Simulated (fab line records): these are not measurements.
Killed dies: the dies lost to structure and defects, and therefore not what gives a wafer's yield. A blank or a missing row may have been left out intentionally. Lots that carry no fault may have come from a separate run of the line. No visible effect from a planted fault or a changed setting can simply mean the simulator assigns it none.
Which tool did it?    flow nand_harc    12 lots with 36 wafers sampled at 4 steps, on a route of 1159 steps

== WHAT THE GAUGES READ, wafer by wafer ==
NHARC_A_SGD_CUT_OVL_MEAS_10.
lot   measured      on          overlay_x_nm (nm)
L074  day 13 11:26  overlay-01  1.0 1.3 1.3
L076  day 14 09:08  overlay-02  0.4 1.0 0.5
L078  day 14 20:46  overlay-01  -2.1 -2.0 -3.2
L080  day 14 20:49  overlay-02  0.5 0.2 0.0
L082  day 16 08:16  overlay-02  -0.3 -0.9 -0.5
L085  day 17 02:18  overlay-01  0.7 0.7 0.5
L088  day 17 03:25  overlay-01  1.2 1.0 1.2
L090  day 17 20:56  overlay-02  0.9 1.3 0.8
L091  day 18 10:11  overlay-01  0.2 0.5 0.8
L093  day 18 10:27  overlay-01  -0.9 -0.5 -0.5
L095  day 19 14:29  overlay-02  -0.1 -0.3 -0.4
L097  day 20 02:25  overlay-02  -0.7 -0.3 -0.3

== WHICH TOOL RAN EACH LOT (tool, then ch and the chambers of the sampled wafers, then the start) ==
lot   NHARC_A_STAIRCASE_ALD_415         NHARC_A_STAIRCASE_DEP_151        NHARC_A_STAIRCASE_DESCUM_443
L074  ald_hk-04 ch 1,2,3, day 11 16:42  pecvd-04 ch 0,1, day 12 06:33    rie_diel-02 ch 0,3, day 13 05:08
L076  ald_hk-04 ch 1,2,3, day 12 13:50  pecvd-01 ch 0,1,2, day 13 04:05  rie_diel-09 ch 0,1,2, day 14 03:11
L078  ald_hk-01 ch 0,2,3, day 13 01:10  pecvd-04 ch 0,1,2, day 13 16:16  rie_diel-03 ch 0,2,3, day 14 14:35
L080  ald_hk-03 ch 0,1,2, day 13 04:47  pecvd-04 ch 1,2, day 13 18:43    rie_diel-02 ch 0,2,3, day 14 14:37
L082  ald_hk-01 ch 0,1,2, day 14 04:35  pecvd-04 ch 1,2, day 15 01:43    rie_diel-03 ch 1,2,3, day 16 02:23
L085  ald_hk-01 ch 1,2,3, day 14 23:41  pecvd-02 ch 0,2, day 15 16:30    rie_diel-02 ch 0,1, day 16 20:36
L088  ald_hk-04 ch 0,1, day 15 09:04    pecvd-02 ch 0,1, day 15 23:23    rie_diel-03 ch 0,1, day 16 21:01
L090  ald_hk-04 ch 2,3, day 15 22:21    pecvd-04 ch 0,1,2, day 16 12:36  rie_diel-09 ch 0,1,3, day 17 14:59
L091  ald_hk-01 ch 0,1,3, day 16 06:34  pecvd-02 ch 0,1,2, day 16 21:56  rie_diel-02 ch 0,3, day 18 03:08
L093  ald_hk-01 ch 2,3, day 16 13:23    pecvd-02 ch 1,2, day 17 03:39    rie_diel-02 ch 0,3, day 18 03:11
L095  ald_hk-01 ch 2,3, day 17 05:17    pecvd-01 ch 0,2, day 17 19:49    rie_diel-02 ch 0,1,2, day 19 08:01
L097  ald_hk-03 ch 1,3, day 17 23:17    pecvd-02 ch 0,1, day 18 13:53    rie_diel-02 ch 0,1, day 19 19:41
- NHARC_A_STAIRCASE_ALD_415: deposits SiO2, target thk 30 nm, pulse time 6 s, ald cycles 300.
- NHARC_A_STAIRCASE_DEP_151: deposits SiO2, target thk 3800 nm.
- NHARC_A_STAIRCASE_DESCUM_443: chemistry O2, time 3 s.

== THE ANSWER, worked out from the rows above alone ==
Rule: what is usual is taken from the lots themselves. The widest of any qualifying gaps counts: lots, ordered by their means at a reading, are off when they make up no more than a third of the lots, leave a main group of 4 or more, and stand apart from it by 3 or more times the standard deviation of that group's means. A main group is skipped when, at the precision printed for the reading in the tables above, its means are all equal. A lot without any number at a reading at which 4 lots or more have one is off too. Where the step has rows for the other lots, those lots are counted as sound.
Across all readings shown, no lot is off: no conclusion can be drawn from this.

== WHAT WAS PUT IN BY THE SIMULATOR ==
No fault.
